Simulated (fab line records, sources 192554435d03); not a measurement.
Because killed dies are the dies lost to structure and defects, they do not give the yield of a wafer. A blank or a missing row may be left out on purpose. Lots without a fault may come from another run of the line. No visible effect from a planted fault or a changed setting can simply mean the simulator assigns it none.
What tool caused it?	flow n5_finfet	9 lots with 27 wafers sampled at 6 steps, on a route of 1938 steps

## WHAT EACH GAUGE READ, for each wafer
N5_BEOL_M4_CD_MEAS_11: target cd 16.79 nm.
lot	measured	on	cd_nm (nm)
L176	day 8 16:30	cd_sem-01	16.82 16.82 17.10
L179	day 9 00:52	cd_sem-03	16.54 16.39 16.68
L184	day 9 23:07	cd_sem-03	16.53 16.82 17.10
L191	day 12 04:35	cd_sem-02	16.91 17.21 16.87
L193	day 12 08:16	cd_sem-02	17.27 16.80 17.05
L192	day 12 14:30	cd_sem-02	16.70 16.84 16.92
L194	day 12 17:37	cd_sem-02	16.83 17.25 16.93
L197	day 14 00:37	cd_sem-02	16.49 16.61 16.70
L199	day 14 12:25	cd_sem-02	16.24 16.60 16.35

N5_BEOL_M4_INSPECT_30: inspects for defects (brightfield).
lot	measured	on	raw_defect_count
L176	day 8 17:52	defect_inspect-01	369 336 360
L179	day 9 02:02	defect_inspect-01	429 364 236
L184	day 10 00:18	defect_inspect-01	402 314 265
L191	day 12 07:14	defect_inspect-01	1452 1472 1412
L193	day 12 09:19	defect_inspect-01	1581 1506 1496
L192	day 12 15:41	defect_inspect-02	1590 1628 1573
L194	day 12 18:44	defect_inspect-02	470 435 568
L197	day 14 01:35	defect_inspect-01	491 476 487
L199	day 14 13:34	defect_inspect-02	418 249 337

N5_BEOL_M4_RC_MEAS_101.
lot	measured	on	DIBL_N (mV/V)	DIBL_P (mV/V)	IOFF_N (nA/um)	IOFF_P (nA/um)	ION_N (uA/um)	ION_P (uA/um)	SS_N (mV/dec)	SS_P (mV/dec)	VT_N (mV)	VT_P (mV)
L176	day 9 10:20	prober-01	38.5 37.8 37.9	39.9 36.8 37.4	0.219 0.196 0.190	0.27 0.21 0.21	677 677 665	463 455 452	71.9 72.8 72.8	75.0 73.8 74.1	242.7 249.7 250.0	-249 -251 -253
L179	day 9 17:47	prober-01	37.6 35.9 36.8	38.6 36.5 36.9	0.163 0.137 0.157	0.19 0.17 0.17	661 650 659	446 443 446	70.9 71.0 71.7	73.8 73.6 73.1	250.5 253.8 250.6	-253 -256 -257
L184	day 11 02:13	prober-02	36.7 33.3 37.8	36.4 32.6 36.6	0.161 0.110 0.167	0.22 0.17 0.23	684 675 667	468 465 461	72.4 70.9 72.5	73.9 72.2 73.8	250.9 255.0 252.5	-247 -251 -246
L191	day 12 18:44	prober-02	35.6 36.3 34.5	34.7 35.7 33.4	0.148 0.159 0.129	0.19 0.20 0.17	680 682 666	468 463 455	71.1 71.1 71.4	72.9 73.4 72.7	250.3 249.3 252.4	-252 -249 -252
L193	day 12 22:31	prober-02	38.4 36.3 36.8	38.6 36.6 37.9	0.208 0.156 0.164	0.30 0.24 0.27	694 656 680	479 460 471	71.9 71.5 71.6	73.8 73.0 73.5	245.0 250.2 246.9	-243 -246 -244
L192	day 13 14:19	prober-02	37.2 35.7 38.0	36.5 33.7 36.4	0.184 0.157 0.185	0.24 0.20 0.23	702 689 687	483 468 467	71.8 71.6 72.3	73.5 72.7 73.7	245.4 246.4 245.8	-248 -250 -250
L194	day 13 18:32	prober-02	35.8 35.2 34.1	34.8 34.1 31.6	0.155 0.142 0.117	0.21 0.19 0.16	671 666 656	469 459 448	71.1 71.3 71.0	73.4 73.4 72.0	250.0 251.1 250.5	-249 -248 -251
L197	day 14 17:02	prober-01	36.4 37.4 35.7	37.0 37.0 35.5	0.159 0.168 0.139	0.23 0.22 0.21	691 676 679	473 466 472	70.7 71.6 71.5	73.3 73.9 73.3	250.1 248.1 253.4	-250 -250 -250
L199	day 15 10:07	prober-01	33.6 31.6 30.2	33.7 31.8 30.0	0.126 0.110 0.091	0.18 0.16 0.14	668 667 652	463 462 455	72.0 70.6 70.8	72.9 72.2 71.9	252.8 253.3 257.4	-250 -254 -254

## WHAT TOOL EACH LOT RAN ON (gives the tool, then ch and the chambers of the sampled wafers, and finally the start)
lot	N5_BEOL_M4_ETCH_74	N5_BEOL_M4_STRIP_19	N5_BEOL_M4_TRENCH_ETCH_37
L176	rie_diel-04 ch 2,3, day 8 17:02	rie_diel-04 ch 1,2,3, day 8 17:23	rie_diel-05 ch 0,1,3, day 9 10:20 or earlier
L179	rie_diel-05 ch 0,1, day 9 01:01	rie_diel-04 ch 0,1, day 9 01:26	rie_diel-04 ch 0,1,3, day 9 17:47 or earlier
L184	rie_diel-04 ch 0,1,3, day 9 23:17	rie_diel-05 ch 1,2,3, day 9 23:41	rie_diel-03 ch 0,1,3, day 11 02:13 or earlier
L191	rie_diel-03 ch 1,2,3, day 12 06:20	rie_diel-04 ch 1,3, day 12 06:46	rie_diel-03 ch 0,1,3, day 12 18:44 or earlier
L193	rie_diel-04 ch 1,2,3, day 12 08:26	rie_diel-04 ch 0,1,2, day 12 08:50	rie_diel-03 ch 0,2,3, day 12 22:31 or earlier
L192	rie_diel-05 ch 0,1,3, day 12 14:44	rie_diel-04 ch 0,1,3, day 12 15:11	rie_diel-03 ch 0,1,3, day 13 14:19 or earlier
L194	rie_diel-04 ch 0,2, day 12 17:54	rie_diel-03 ch 0,1,3, day 12 18:14	rie_diel-03 ch 0,1,3, day 13 18:32 or earlier
L197	rie_diel-03 ch 0,2,3, day 14 00:47	rie_diel-03 ch 0,2,3, day 14 01:07	rie_diel-03 ch 0,2,3, day 14 17:02 or earlier
L199	rie_diel-05 ch 0,1, day 14 12:35	rie_diel-05 ch 1,2, day 14 12:55	rie_diel-04 ch 0,1, day 15 10:07 or earlier
- N5_BEOL_M4_ETCH_74: etches underlayer in N2/H2, target depth 6.5 nm, time 5.2 s.
- N5_BEOL_M4_STRIP_19: strips in O2.
- N5_BEOL_M4_TRENCH_ETCH_37: etches SiOC in C4F6/O2, target depth 55.555 nm, time 29.2 s.

## AS READ BY THE TOOLS THEMSELVES (means over the sampled wafers that have a number; for cases with no such wafer, the mark the record gives instead)
N5_BEOL_M4_ETCH_74.
lot	tool	drypump_motor_current_A (A)	etch_rf_on_time_s (s)	oes_product_au (a.u.)	rf_vpp_V (V)	showerhead_plenum_p_Torr (Torr)	throttle_valve_pct (%)
L176	rie_diel-04	5.3	5.35	0.60	521.7	2.47	17.90
L179	rie_diel-05	5.4	5.21	0.66	525.9	2.62	18.02
L184	rie_diel-04	6.2	5.24	0.67	526.0	2.58	17.89
L191	rie_diel-03	5.0	5.12	0.70	522.9	2.47	17.97
L193	rie_diel-04	5.8	5.18	0.71	526.5	2.63	17.68
L192	rie_diel-05	5.4	5.20	0.66	524.8	2.56	17.89
L194	rie_diel-04	5.3	5.10	0.73	525.7	2.63	17.71
L197	rie_diel-03	5.3	5.21	0.70	524.0	2.55	17.85
L199	rie_diel-05	5.2	5.14	0.66	526.5	2.59	17.98

N5_BEOL_M4_STRIP_19.
lot	tool	drypump_motor_current_A (A)	oes_product_au (a.u.)	rf_vpp_V (V)	showerhead_plenum_p_Torr (Torr)	throttle_valve_pct (%)
L176	rie_diel-04	5.8	0.78	3.4	2.09	16.62
L179	rie_diel-04	6.3	0.85	3.2	2.12	16.45
L184	rie_diel-05	5.9	0.79	3.4	2.10	16.59
L191	rie_diel-04	6.3	0.82	3.4	2.14	16.47
L193	rie_diel-04	5.8	0.82	3.3	2.14	16.56
L192	rie_diel-04	6.2	0.76	4.1	2.12	16.77
L194	rie_diel-03	5.1	0.83	3.6	2.09	16.58
L197	rie_diel-03	5.3	0.82	4.0	2.10	16.63
L199	rie_diel-05	5.9	0.72	3.7	2.12	16.78

N5_BEOL_M4_TRENCH_ETCH_37.
lot	tool	O2_flow_sccm (sccm)	drypump_motor_current_A (A)	mfc_ar_sccm (sccm)	oes_ar_750_au (a.u.)	oes_product_au (a.u.)	rf_vpp_V (V)	showerhead_plenum_p_Torr (Torr)	throttle_valve_pct (%)
L176	rie_diel-05	10.03	5.4	298.8	0.81	0.81	660	2.86	20.77
L179	rie_diel-04	9.99	6.2	299.2	0.79	0.78	655	2.91	21.01
L184	rie_diel-03	10.01	5.2	299.7	0.85	0.86	672	2.86	20.87
L191	rie_diel-03	9.97	5.2	300.5	0.83	0.84	670	2.86	20.89
L193	rie_diel-03	10.00	5.3	300.2	0.83	0.84	667	2.86	20.87
L192	rie_diel-03	10.03	5.2	299.5	0.82	0.83	670	2.85	20.90
L194	rie_diel-03	10.03	5.2	299.7	0.82	0.83	671	2.85	20.89
L197	rie_diel-03	10.00	5.3	299.5	0.81	0.82	668	2.85	20.89
L199	rie_diel-04	10.04	6.2	300.1	0.74	0.74	653	2.86	21.16

## THE ANSWER, worked out from the rows above alone
Rule: the usual values come from the lots themselves. The widest of any qualifying gaps counts: lots, ordered by their means at a reading, are off when they make up no more than a third of the lots, leave a main group of 4 or more, and stand apart from it by 3 or more times the standard deviation of that group's means. If all means in a main group match to the digits the tables above print for the reading, that group is not used. A lot without any number at a reading at which 4 lots or more have one is off too. Where the step has rows for the other lots, those lots are counted as sound. Order of review: gauges by route order, followed by the tools' own readings, for which a lot's mean as printed above is used. The first step at which some lot is off is used, and at that step the reading that is off furthest; a lot without a number counts as furthest.
Off at N5_BEOL_M4_INSPECT_30 (raw_defect_count): L191, L193, L192. The main group has a mean of 389 with a standard deviation of 70.
A tool fits if, at a process step before that reading, it ran every lot that is off, and no sound lot after the first of them. Gauges at N5_BEOL_M4_INSPECT_30: tried the same way as those tools. One candidate fits, namely rie_diel-04 at N5_BEOL_M4_STRIP_19. Its last sound lot is L179 (day 9 01:26), its first lot that is off L191 (day 12 06:46): a fault that began between those two fits.

## WHAT THE SIMULATOR HAD PUT IN
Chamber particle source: rie_diel-04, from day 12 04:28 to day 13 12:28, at N5_BEOL_M4_STRIP_19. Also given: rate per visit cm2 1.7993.
Struck lots among those shown: L191, L193, L192. The rule above reached the same finding.
